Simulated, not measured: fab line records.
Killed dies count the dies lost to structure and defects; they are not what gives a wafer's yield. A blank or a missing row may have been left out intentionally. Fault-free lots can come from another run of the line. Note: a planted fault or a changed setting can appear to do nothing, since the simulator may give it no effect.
The tool behind it: which one? || flow nand_harc || 40 wafers from 14 lots sampled at 3 of the route's 1302 steps

## WHAT THE GAUGES SHOWED, per wafer
NHARC_A_STAIRCASE_INSPECT_155. Usual: raw_defect_count 402, standard deviation 110.
{"lot": "L260", "measured": "day 19 10:01", "on": "defect_inspect-01", "raw_defect_count": "313 374 384", "flag": ""}
{"lot": "L268", "measured": "day 23 02:43", "on": "defect_inspect-02", "raw_defect_count": "552 400 402", "flag": ""}
{"lot": "L267", "measured": "day 23 02:44", "on": "defect_inspect-01", "raw_defect_count": "548 554", "flag": ""}
{"lot": "L269", "measured": "day 24 02:08", "on": "defect_inspect-01", "raw_defect_count": "257 289", "flag": ""}
{"lot": "L271", "measured": "day 24 05:14", "on": "defect_inspect-02", "raw_defect_count": "466 650 618", "flag": ""}
{"lot": "L273", "measured": "day 25 08:49", "on": "defect_inspect-02", "raw_defect_count": "422 302 678", "flag": ""}
{"lot": "L274", "measured": "day 25 08:50", "on": "defect_inspect-01", "raw_defect_count": "406 306 450", "flag": ""}
{"lot": "L275", "measured": "day 26 09:19", "on": "defect_inspect-02", "raw_defect_count": "313 301 391", "flag": ""}
{"lot": "L276", "measured": "day 26 09:37", "on": "defect_inspect-01", "raw_defect_count": "532 582 474", "flag": ""}
{"lot": "L278", "measured": "day 26 23:20", "on": "defect_inspect-02", "raw_defect_count": "321 308 257", "flag": ""}
{"lot": "L280", "measured": "day 27 17:17", "on": "defect_inspect-02", "raw_defect_count": "420 608 478", "flag": ""}
{"lot": "L279", "measured": "day 27 17:26", "on": "defect_inspect-02", "raw_defect_count": "309 224 213", "flag": ""}
{"lot": "L281", "measured": "day 28 08:15", "on": "defect_inspect-01", "raw_defect_count": "283 414 330", "flag": ""}
{"lot": "L282", "measured": "day 29 00:51", "on": "defect_inspect-02", "raw_defect_count": "341 312 280", "flag": ""}

## EACH LOT AND THE TOOL THAT RAN IT (in order: tool; ch and the chambers of the sampled wafers; start)
{"lot": "L260", "NHARC_A_STAIRCASE_CMP_152": "cmp-01 ch 0,1,2, day 19 08:18", "NHARC_A_STAIRCASE_ETCHBACK_157": "rie_diel-01 ch 1,2,3, day 19 09:09"}
{"lot": "L268", "NHARC_A_STAIRCASE_CMP_152": "cmp-01 ch 0,1,2, day 23 00:46", "NHARC_A_STAIRCASE_ETCHBACK_157": "rie_diel-01 ch 0,1,2, day 23 01:35"}
{"lot": "L267", "NHARC_A_STAIRCASE_CMP_152": "cmp-01 ch 1,2, day 23 00:54", "NHARC_A_STAIRCASE_ETCHBACK_157": "rie_diel-06 ch 1,2, day 23 01:50"}
{"lot": "L269", "NHARC_A_STAIRCASE_CMP_152": "cmp-02 ch 1,2, day 24 00:28", "NHARC_A_STAIRCASE_ETCHBACK_157": "rie_diel-06 ch 0,1, day 24 01:19"}
{"lot": "L271", "NHARC_A_STAIRCASE_CMP_152": "cmp-01 ch 1,2, day 24 03:19", "NHARC_A_STAIRCASE_ETCHBACK_157": "rie_diel-01 ch 0,1,2, day 24 04:11"}
{"lot": "L273", "NHARC_A_STAIRCASE_CMP_152": "cmp-04 ch 1,2,3, day 25 07:03", "NHARC_A_STAIRCASE_ETCHBACK_157": "rie_diel-09 ch 0,1, day 25 07:55"}
{"lot": "L274", "NHARC_A_STAIRCASE_CMP_152": "cmp-01 ch 0,1,2, day 25 07:05", "NHARC_A_STAIRCASE_ETCHBACK_157": "rie_diel-06 ch 0,1, day 25 07:58"}
{"lot": "L275", "NHARC_A_STAIRCASE_CMP_152": "cmp-02 ch 0,1,3, day 26 07:36", "NHARC_A_STAIRCASE_ETCHBACK_157": "rie_diel-01 ch 1,2,3, day 26 08:25"}
{"lot": "L276", "NHARC_A_STAIRCASE_CMP_152": "cmp-01 ch 0,1,2, day 26 07:53", "NHARC_A_STAIRCASE_ETCHBACK_157": "rie_diel-01 ch 0,1,2, day 26 08:43"}
{"lot": "L278", "NHARC_A_STAIRCASE_CMP_152": "cmp-01 ch 0,2,3, day 26 21:37", "NHARC_A_STAIRCASE_ETCHBACK_157": "rie_diel-06 ch 1,2,3, day 26 22:26"}
{"lot": "L280", "NHARC_A_STAIRCASE_CMP_152": "cmp-04 ch 0,1,2, day 27 15:34", "NHARC_A_STAIRCASE_ETCHBACK_157": "rie_diel-09 ch 0,1,2, day 27 16:23"}
{"lot": "L279", "NHARC_A_STAIRCASE_CMP_152": "cmp-01 ch 0,1,3, day 27 15:44", "NHARC_A_STAIRCASE_ETCHBACK_157": "rie_diel-06 ch 1,3, day 27 16:32"}
{"lot": "L281", "NHARC_A_STAIRCASE_CMP_152": "cmp-04 ch 0,1,2, day 28 06:28", "NHARC_A_STAIRCASE_ETCHBACK_157": "rie_diel-06 ch 0,1,3, day 28 07:20"}
{"lot": "L282", "NHARC_A_STAIRCASE_CMP_152": "cmp-02 ch 1,3, day 28 23:02", "NHARC_A_STAIRCASE_ETCHBACK_157": "rie_diel-06 ch 1,3, day 28 23:53"}
- NHARC_A_STAIRCASE_CMP_152: polishes.
- NHARC_A_STAIRCASE_ETCHBACK_157: etches the open film in CH3F/O2, target depth 90 nm, time 167.14 s.

## AS READ BY THE TOOLS THEMSELVES (means over the sampled wafers that have a number; for cases with no such wafer, the mark the record gives instead)
NHARC_A_STAIRCASE_CMP_152. Usual: motor_current_A 12.1 A, standard deviation 1.5.
{"lot": "L260", "tool": "cmp-01", "motor_current_A (A)": 11.1, "flag": ""}
{"lot": "L268", "tool": "cmp-01", "motor_current_A (A)": 10.7, "flag": ""}
{"lot": "L267", "tool": "cmp-01", "motor_current_A (A)": 11.2, "flag": ""}
{"lot": "L269", "tool": "cmp-02", "motor_current_A (A)": 11.1, "flag": ""}
{"lot": "L271", "tool": "cmp-01", "motor_current_A (A)": 10.6, "flag": ""}
{"lot": "L273", "tool": "cmp-04", "motor_current_A (A)": 13.2, "flag": ""}
{"lot": "L274", "tool": "cmp-01", "motor_current_A (A)": 10.9, "flag": ""}
{"lot": "L275", "tool": "cmp-02", "motor_current_A (A)": 12.3, "flag": ""}
{"lot": "L276", "tool": "cmp-01", "motor_current_A (A)": 10.9, "flag": ""}
{"lot": "L278", "tool": "cmp-01", "motor_current_A (A)": 10.6, "flag": ""}
{"lot": "L280", "tool": "cmp-04", "motor_current_A (A)": 13.5, "flag": ""}
{"lot": "L279", "tool": "cmp-01", "motor_current_A (A)": 10.3, "flag": ""}
{"lot": "L281", "tool": "cmp-04", "motor_current_A (A)": 13.7, "flag": ""}
{"lot": "L282", "tool": "cmp-02", "motor_current_A (A)": 12.3, "flag": ""}

NHARC_A_STAIRCASE_ETCHBACK_157. Usual: drypump_motor_current_A 5.6 A, standard deviation 0.39; oes_product_au 0.97 a.u., standard deviation 0.032; rf_vpp_V 243.6 V, standard deviation 1.3; showerhead_plenum_p_Torr 2.40 Torr, standard deviation 0.073; throttle_valve_pct 20.665 %, standard deviation 0.0084.
{"lot": "L260", "tool": "rie_diel-01", "drypump_motor_current_A (A)": 5.3, "oes_product_au (a.u.)": 0.94, "rf_vpp_V (V)": 242.8, "showerhead_plenum_p_Torr (Torr)": 2.38, "throttle_valve_pct (%)": 20.672, "flag": ""}
{"lot": "L268", "tool": "rie_diel-01", "drypump_motor_current_A (A)": 5.5, "oes_product_au (a.u.)": 1.00, "rf_vpp_V (V)": 244.0, "showerhead_plenum_p_Torr (Torr)": 2.40, "throttle_valve_pct (%)": 20.665, "flag": ""}
{"lot": "L267", "tool": "rie_diel-06", "drypump_motor_current_A (A)": 5.4, "oes_product_au (a.u.)": 0.99, "rf_vpp_V (V)": 244.6, "showerhead_plenum_p_Torr (Torr)": 2.48, "throttle_valve_pct (%)": 20.666, "flag": ""}
{"lot": "L269", "tool": "rie_diel-06", "drypump_motor_current_A (A)": 5.8, "oes_product_au (a.u.)": 0.94, "rf_vpp_V (V)": 243.7, "showerhead_plenum_p_Torr (Torr)": 2.45, "throttle_valve_pct (%)": 20.660, "flag": ""}
{"lot": "L271", "tool": "rie_diel-01", "drypump_motor_current_A (A)": 5.5, "oes_product_au (a.u.)": 0.93, "rf_vpp_V (V)": 243.4, "showerhead_plenum_p_Torr (Torr)": 2.40, "throttle_valve_pct (%)": 20.665, "flag": ""}
{"lot": "L273", "tool": "rie_diel-09", "drypump_motor_current_A (A)": 5.9, "oes_product_au (a.u.)": 0.93, "rf_vpp_V (V)": 242.1, "showerhead_plenum_p_Torr (Torr)": 2.32, "throttle_valve_pct (%)": 20.670, "flag": ""}
{"lot": "L274", "tool": "rie_diel-06", "drypump_motor_current_A (A)": 5.8, "oes_product_au (a.u.)": 0.93, "rf_vpp_V (V)": 245.3, "showerhead_plenum_p_Torr (Torr)": 2.46, "throttle_valve_pct (%)": 20.660, "flag": ""}
{"lot": "L275", "tool": "rie_diel-01", "drypump_motor_current_A (A)": 5.3, "oes_product_au (a.u.)": 1.00, "rf_vpp_V (V)": 243.4, "showerhead_plenum_p_Torr (Torr)": 2.37, "throttle_valve_pct (%)": 20.659, "flag": ""}
{"lot": "L276", "tool": "rie_diel-01", "drypump_motor_current_A (A)": 5.5, "oes_product_au (a.u.)": 1.00, "rf_vpp_V (V)": 242.6, "showerhead_plenum_p_Torr (Torr)": 2.39, "throttle_valve_pct (%)": 20.660, "flag": ""}
{"lot": "L278", "tool": "rie_diel-06", "drypump_motor_current_A (A)": 5.6, "oes_product_au (a.u.)": 0.97, "rf_vpp_V (V)": 244.2, "showerhead_plenum_p_Torr (Torr)": 2.42, "throttle_valve_pct (%)": 20.662, "flag": ""}
{"lot": "L280", "tool": "rie_diel-09", "drypump_motor_current_A (A)": 5.9, "oes_product_au (a.u.)": 1.00, "rf_vpp_V (V)": 242.7, "showerhead_plenum_p_Torr (Torr)": 2.36, "throttle_valve_pct (%)": 20.665, "flag": ""}
{"lot": "L279", "tool": "rie_diel-06", "drypump_motor_current_A (A)": 5.8, "oes_product_au (a.u.)": 0.93, "rf_vpp_V (V)": 243.2, "showerhead_plenum_p_Torr (Torr)": 2.44, "throttle_valve_pct (%)": 20.666, "flag": ""}
{"lot": "L281", "tool": "rie_diel-06", "drypump_motor_current_A (A)": 5.8, "oes_product_au (a.u.)": 0.98, "rf_vpp_V (V)": 243.3, "showerhead_plenum_p_Torr (Torr)": 2.40, "throttle_valve_pct (%)": 20.667, "flag": ""}
{"lot": "L282", "tool": "rie_diel-06", "drypump_motor_current_A (A)": 5.9, "oes_product_au (a.u.)": 0.99, "rf_vpp_V (V)": 243.1, "showerhead_plenum_p_Torr (Torr)": 2.38, "throttle_valve_pct (%)": 20.665, "flag": ""}

## THE ANSWER, worked out from the rows above alone
Rule: lot off if the mean of its wafers having a number is beyond 3 standard deviations from the usual mean. A lot without any number at a reading at which 4 lots or more have one is off too. All remaining lots with rows at the step are treated as sound. First the gauges in route order, then the tools' own readings, where a lot's mean is used as printed above. At the first step where some lot is off, the reading lying furthest off is the one used; lots without a number count as furthest.
Nothing can be told from this: no lot is off at any reading shown.

## WHAT THE SIMULATOR HAD PUT IN
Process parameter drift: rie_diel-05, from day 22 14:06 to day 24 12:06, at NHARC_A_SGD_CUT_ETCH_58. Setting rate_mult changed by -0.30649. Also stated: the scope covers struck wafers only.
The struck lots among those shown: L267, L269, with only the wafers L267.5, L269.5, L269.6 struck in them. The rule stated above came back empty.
